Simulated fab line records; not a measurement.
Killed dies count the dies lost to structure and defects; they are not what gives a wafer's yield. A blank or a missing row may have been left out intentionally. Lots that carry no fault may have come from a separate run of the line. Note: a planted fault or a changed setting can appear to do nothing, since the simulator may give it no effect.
Matching of chambers || flow n5_finfet || rie_diel-03 running N5_HKMG_FIN_STRIP_93: 4 sister chambers
The step strips SOC in N2/H2, time 20 s. 4 wafers are shown with their chamber, then 12 later ones without.

## EACH WAFER AND ITS CHAMBER
{"wafer": "L086.5", "chamber": 2, "throttle_valve_pct (%)": 18.4}
{"wafer": "L090.1", "chamber": 1, "throttle_valve_pct (%)": 19.1}
{"wafer": "L090.5", "chamber": 3, "throttle_valve_pct (%)": 19.0}
{"wafer": "L090.6", "chamber": 0, "throttle_valve_pct (%)": 19.3}

## WAFERS WITH NO CHAMBER GIVEN
{"wafer": "L092.1", "throttle_valve_pct (%)": 19.2}
{"wafer": "L092.3", "throttle_valve_pct (%)": 19.0}
{"wafer": "L092.4", "throttle_valve_pct (%)": 19.3}
{"wafer": "L095.3", "throttle_valve_pct (%)": 19.0}
{"wafer": "L095.4", "throttle_valve_pct (%)": 18.7}
{"wafer": "L095.6", "throttle_valve_pct (%)": 18.7}
{"wafer": "L096.1", "throttle_valve_pct (%)": 18.7}
{"wafer": "L096.5", "throttle_valve_pct (%)": 19.0}
{"wafer": "L096.6", "throttle_valve_pct (%)": 18.4}
{"wafer": "L097.4", "throttle_valve_pct (%)": 19.0}
{"wafer": "L097.5", "throttle_valve_pct (%)": 18.7}
{"wafer": "L097.6", "throttle_valve_pct (%)": 18.4}

## CHAMBER TAKEN BY EACH
{"wafer": "L092.1", "from the rows above": "can't be placed: 1 or 0 or 3", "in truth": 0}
{"wafer": "L092.3", "from the rows above": "can't be placed: 3 or 1 or 0", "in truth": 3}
{"wafer": "L092.4", "from the rows above": "can't be placed: 0 or 1 or 3", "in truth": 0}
{"wafer": "L095.3", "from the rows above": "can't be placed: 3 or 1 or 0", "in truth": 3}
{"wafer": "L095.4", "from the rows above": "can't be placed: 2 or 3 or 1 or 0", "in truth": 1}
{"wafer": "L095.6", "from the rows above": "can't be placed: 2 or 3 or 1 or 0", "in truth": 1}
{"wafer": "L096.1", "from the rows above": "can't be placed: 2 or 3 or 1 or 0", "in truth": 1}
{"wafer": "L096.5", "from the rows above": "can't be placed: 3 or 1 or 0", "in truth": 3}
{"wafer": "L096.6", "from the rows above": 2, "in truth": 2}
{"wafer": "L097.4", "from the rows above": "can't be placed: 3 or 1 or 0", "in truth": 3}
{"wafer": "L097.5", "from the rows above": "can't be placed: 2 or 3 or 1 or 0", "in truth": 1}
{"wafer": "L097.6", "from the rows above": 2, "in truth": 2}
Placed correctly: 2 of 12. Not placeable from these rows: 10 (in 10, the candidates include the true chamber). Number placed wrongly: 0.
How it was worked out, from the rows above alone: a wafer's distance from a chamber is the root of the sum, over the readings, of the square of ((its reading less the chamber's mean) divided by the reading's scatter). The wafer belongs to the nearest chamber; if the next one is less than 2 further off, it can't be placed. For every chamber, the mean is computed from those of its wafers that are shown. The scatter (one wafer shown for each chamber): square how far every hidden wafer sits from the nearest shown wafer, average those squares and take the square root.
